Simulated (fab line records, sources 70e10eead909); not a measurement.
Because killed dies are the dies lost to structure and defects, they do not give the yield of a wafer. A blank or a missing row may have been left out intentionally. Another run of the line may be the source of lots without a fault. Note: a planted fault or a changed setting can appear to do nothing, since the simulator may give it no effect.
Chamber matching || flow nand harc || NHARC_A_STAIRCASE_ETCH_21 on rie diel-12: 4 sister chambers
The step etches the open film in C4F8/O2, target depth 100 nm, time 40.5 s. 4 wafers are shown with their chamber, then 7 later ones without.

## WAFERS PAIRED WITH THEIR CHAMBERS
{"wafer": "L521.2", "chamber": 1, "rf vpp V (V)": 900}
{"wafer": "L522.5", "chamber": 3, "rf vpp V (V)": 891}
{"wafer": "L524.2", "chamber": 2, "rf vpp V (V)": 893}
{"wafer": "L524.6", "chamber": 0, "rf vpp V (V)": 895}

## WAFERS WITH NO CHAMBER GIVEN
{"wafer": "L527.1", "rf vpp V (V)": 895}
{"wafer": "L527.2", "rf vpp V (V)": 900}
{"wafer": "L527.6", "rf vpp V (V)": 895}
{"wafer": "L526.1", "rf vpp V (V)": 894}
{"wafer": "L526.4", "rf vpp V (V)": 892}
{"wafer": "L526.5", "rf vpp V (V)": 895}
{"wafer": "L534.6", "rf vpp V (V)": 892}

## CHAMBER TAKEN BY EACH
{"wafer": "L527.1", "from the rows above": 0, "in truth": 0}
{"wafer": "L527.2", "from the rows above": 1, "in truth": 1}
{"wafer": "L527.6", "from the rows above": 0, "in truth": 0}
{"wafer": "L526.1", "from the rows above": "can't be placed: 0 or 2", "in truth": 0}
{"wafer": "L526.4", "from the rows above": "can't be placed: 2 or 3", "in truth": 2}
{"wafer": "L526.5", "from the rows above": 0, "in truth": 0}
{"wafer": "L534.6", "from the rows above": "can't be placed: 2 or 3", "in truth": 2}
Placed correctly: 4 of 7. Cannot be placed on the basis of these rows: 3; the candidates contain the true chamber in 3. 0 placed wrongly.
How it was worked out, from the rows above alone: a wafer's distance from a chamber is the root of the sum, over the readings, of the square of ((its reading less the chamber's mean) divided by the reading's scatter). The wafer belongs to the nearest chamber; if the next one is less than 2 further off, it can't be placed. For every chamber, the mean is computed from those of its wafers that are shown. The scatter (one wafer shown for each chamber): square how far every hidden wafer sits from the nearest shown wafer, average those squares and take the square root.
